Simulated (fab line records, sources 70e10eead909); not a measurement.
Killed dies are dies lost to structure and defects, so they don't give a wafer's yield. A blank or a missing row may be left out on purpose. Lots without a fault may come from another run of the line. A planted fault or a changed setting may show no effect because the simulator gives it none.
Which tool did it? | flow nand_harc | 13 lots, 39 wafers sampled, at 5 steps of a route of 1302

WHAT THE GAUGES READ, wafer by wafer
NHARC_A_CONTACT_INSPECT_23.
lot  | measured     | on                | raw_defect_count
L236 | day 22 10:47 | defect_inspect-02 | 409 392 426
L235 | day 22 12:30 | defect_inspect-02 | 659 612 475
L237 | day 23 02:27 | defect_inspect-02 | 591 788 547
L239 | day 24 04:02 | defect_inspect-02 | 404 514 404
L242 | day 25 19:13 | defect_inspect-02 | 508 354 353
L243 | day 26 00:08 | defect_inspect-01 | 527 745 587
L241 | day 26 03:39 | defect_inspect-01 | 533 492 515
L247 | day 27 07:15 | defect_inspect-01 | 431 449 589
L249 | day 29 15:07 | defect_inspect-01 | 705 582 496
L257 | day 31 13:09 | defect_inspect-01 | 414 487 409
L258 | day 32 04:34 | defect_inspect-01 | 426 324 322

WHICH TOOL RAN EACH LOT (tool, then ch and the chambers of the sampled wafers, then the start)
lot  | NHARC_A_CONTACT_ETCH_138             | NHARC_A_CONTACT_STRIP_26                      | NHARC_A_CONTACT_CVD_19        | NHARC_A_CONTACT_CMP_20
L236 | har_cap_etch-02 ch 0,1, day 22 07:10 | rie_diel-05 ch 0,1, day 22 09:37 or earlier   | cvd_w-01 ch 0,1, day 22 09:37 | cmp-02 ch 0,2,3, day 22 10:28
L235 | har_cap_etch-03 ch 0,1, day 22 09:02 | rie_diel-11 ch 0,3, day 22 11:19 or earlier   | cvd_w-02 ch 0, day 22 11:19   | cmp-02 ch 1,2, day 22 12:05
L237 | har_cap_etch-02 ch 0,1, day 22 22:57 | rie_diel-01 ch 0,2,3, day 23 01:09 or earlier | cvd_w-01 ch 0,1, day 23 01:09 | cmp-03 ch 0,1,3, day 23 02:02
L239 | har_cap_etch-02 ch 0,1, day 24 00:25 | rie_diel-01 ch 0,1, day 24 02:44 or earlier   | cvd_w-02 ch 1, day 24 02:44   | cmp-04 ch 1,3, day 24 03:39
L242 | har_cap_etch-01 ch 0,1, day 25 09:16 | rie_diel-11 ch 0,1,2, day 25 17:55 or earlier | cvd_w-02 ch 0,1, day 25 17:55 | cmp-02 ch 0,1,2, day 25 18:50
L243 | har_cap_etch-02 ch 0,1, day 25 20:44 | rie_diel-11 ch 1,2,3, day 25 23:05 or earlier | cvd_w-02 ch 0,1, day 25 23:05 | cmp-02 ch 0,3, day 25 23:43
L241 | har_cap_etch-01 ch 0,1, day 25 23:52 | rie_diel-01 ch 0,3, day 26 02:37 or earlier   | cvd_w-01 ch 0,1, day 26 02:37 | cmp-03 ch 0,3, day 26 03:17
L247 | har_cap_etch-03 ch 0,1, day 27 03:46 | rie_diel-01 ch 0,3, day 27 05:58 or earlier   | cvd_w-01 ch 0,1, day 27 05:58 | cmp-02 ch 0,1,2, day 27 06:54
L246 | har_cap_etch-02 ch 0,1, day 27 09:42 | rie_diel-05 ch 1,2,3, day 27 12:11 or earlier | cvd_w-01 ch 0,1, day 27 12:11 | cmp-04 ch 0,2,3, day 27 12:57
L251 | har_cap_etch-03 ch 0,1, day 28 18:31 | rie_diel-11 ch 0,2, day 28 20:43 or earlier   | cvd_w-01 ch 0, day 28 20:43   | cmp-04 ch 0,2,3, day 28 21:37
L249 | har_cap_etch-02 ch 1, day 29 11:27   | rie_diel-05 ch 0,1, day 29 13:57 or earlier   | cvd_w-02 ch 0,1, day 29 13:57 | cmp-02 ch 0,1,2, day 29 14:44
L257 | har_cap_etch-01 ch 0,1, day 31 09:23 | rie_diel-05 ch 2,3, day 31 11:59 or earlier   | cvd_w-02 ch 0,1, day 31 11:59 | cmp-02 ch 0,2,3, day 31 12:48
L258 | har_cap_etch-01 ch 0,1, day 32 01:06 | rie_diel-01 ch 1,3, day 32 03:17 or earlier   | cvd_w-01 ch 0,1, day 32 03:17 | cmp-03 ch 0,3, day 32 04:10
- NHARC_A_CONTACT_ETCH_138: etches the open film in C4F8/O2/Ar, time 311 s, target depth 1914 nm.
- NHARC_A_CONTACT_STRIP_26: strips in O2.
- NHARC_A_CONTACT_CVD_19: deposits W, target thk 300 nm, time 802 s.
- NHARC_A_CONTACT_CMP_20: polishes, t overpolish 30 s, target thk 300 nm.

WHAT THE TOOLS THEMSELVES READ (means of the sampled wafers that have a number; where no wafer has one, the mark that the record gives instead)
NHARC_A_CONTACT_STRIP_26.
lot  | tool        | drypump_motor_current_A (A) | oes_product_au (a.u.) | rf_vpp_V (V) | showerhead_plenum_p_Torr (Torr) | throttle_valve_pct (%)
L236 | rie_diel-05 | 6.2                         | 1.005                 | 57.5         | 3.33                            | 17.034
L235 | rie_diel-11 | 5.7                         | 0.999                 | 58.3         | 3.66                            | 17.037
L237 | rie_diel-01 | 5.8                         | 1.003                 | 57.7         | 3.43                            | 17.044
L239 | rie_diel-01 | 5.7                         | 0.997                 | 57.9         | 3.50                            | 17.033
L242 | rie_diel-11 | 5.9                         | 0.992                 | 57.1         | 3.37                            | 17.032
L243 | rie_diel-11 | 5.6                         | 0.993                 | 58.5         | 3.47                            | 17.037
L241 | rie_diel-01 | 6.1                         | 1.003                 | 57.0         | 3.35                            | 17.027
L247 | rie_diel-01 | 6.2                         | 1.010                 | 56.5         | 3.36                            | 17.030
L246 | rie_diel-05 | 5.8                         | 0.997                 | 57.5         | 3.40                            | 17.033
L251 | rie_diel-11 | 6.0                         | 0.993                 | 57.0         | 3.55                            | 17.038
L249 | rie_diel-05 | 5.8                         | 0.997                 | 58.0         | 3.32                            | 17.033
L257 | rie_diel-05 | 5.9                         | 1.009                 | 57.5         | 3.36                            | 17.028
L258 | rie_diel-01 | 5.8                         | 1.017                 | 57.4         | 3.49                            | 17.034

NHARC_A_CONTACT_CVD_19.
lot  | tool     | chamber_pressure_Torr (Torr) | heater_power_outer_w (W) | heater_power_w (W) | throttle_valve_pct (%)
L236 | cvd_w-01 | 39.92                        | 280                      | 474                | 7.88
L235 | cvd_w-02 | 39.95                        | 313                      | 525                | 7.73
L237 | cvd_w-01 | 40.01                        | 283                      | 490                | 8.10
L239 | cvd_w-02 | 40.07                        | 228                      | 428                | 7.88
L242 | cvd_w-02 | 39.93                        | 282                      | 499                | 7.73
L243 | cvd_w-02 | 40.02                        | 287                      | 503                | 7.75
L241 | cvd_w-01 | 40.03                        | 277                      | 488                | 8.00
L247 | cvd_w-01 | 39.99                        | 282                      | 495                | 7.88
L246 | cvd_w-01 | -                            | -                        | -                  | -
L251 | cvd_w-01 | -                            | -                        | -                  | -
L249 | cvd_w-02 | 39.94                        | 246                      | 453                | 8.00
L257 | cvd_w-02 | 40.02                        | 269                      | 477                | 8.06
L258 | cvd_w-01 | 39.92                        | 271                      | 467                | 7.48

NHARC_A_CONTACT_CMP_20.
lot  | tool   | motor_current_A (A) | overpolish_run_s (s) | retaining_ring_pressure_frac | time_to_endpoint_s (s)
L236 | cmp-02 | 12.4                | 29.996               | 0.996                        | 56
L235 | cmp-02 | 11.3                | 29.997               | 0.999                        | 51
L237 | cmp-03 | 11.3                | 29.996               | 1.002                        | 61
L239 | cmp-04 | 11.8                | 30.005               | 1.001                        | 61
L242 | cmp-02 | 11.3                | 29.995               | 0.999                        | 55
L243 | cmp-02 | 12.2                | 29.989               | 1.002                        | 59
L241 | cmp-03 | 12.0                | 30.004               | 0.998                        | 61
L247 | cmp-02 | 11.4                | 29.998               | 0.994                        | 56
L246 | cmp-04 | 11.2                | 30.002               | 1.000                        | 0
L251 | cmp-04 | 10.8                | 29.996               | 1.003                        | 1
L249 | cmp-02 | 11.0                | 30.000               | 1.003                        | 60
L257 | cmp-02 | 12.2                | 29.998               | 0.995                        | 56
L258 | cmp-03 | 12.2                | 29.993               | 0.999                        | 61

THE ANSWER, worked out from the rows above alone
Rule: what is usual is taken from the lots themselves. Put in order of their means at a reading, lots are off if they are a third of the lots or fewer, leave a main group of 4 or more, and stand apart from it by a gap of 3 or more times the standard deviation of the main group's means; of several such gaps the widest counts. A main group whose means are all the same, to the digits that the tables above print for the reading, isn't used. A lot without any number at a reading at which 4 lots or more have one is off too. The other lots that the step has rows for count as sound. The gauges are gone through in route order, then the tools' own readings, and for those a lot's mean is taken as printed above. The first step at which some lot is off is used, and at that step the reading that is off furthest; a lot without a number counts as furthest.
Off: L246, L251, at NHARC_A_CONTACT_CVD_19 (chamber_pressure_Torr). Without a number there: L246, L251. The main group: mean 39.98 Torr, standard deviation 0.05.
A tool fits if, at that step or a process step before it, it ran every lot that is off, and no sound lot after the first of them. NHARC_A_CONTACT_STRIP_26 gives no start for some lots, so the hours and the order of its lots are those of NHARC_A_CONTACT_CVD_19. None of those tried fits.

WHAT THE SIMULATOR HAD PUT IN
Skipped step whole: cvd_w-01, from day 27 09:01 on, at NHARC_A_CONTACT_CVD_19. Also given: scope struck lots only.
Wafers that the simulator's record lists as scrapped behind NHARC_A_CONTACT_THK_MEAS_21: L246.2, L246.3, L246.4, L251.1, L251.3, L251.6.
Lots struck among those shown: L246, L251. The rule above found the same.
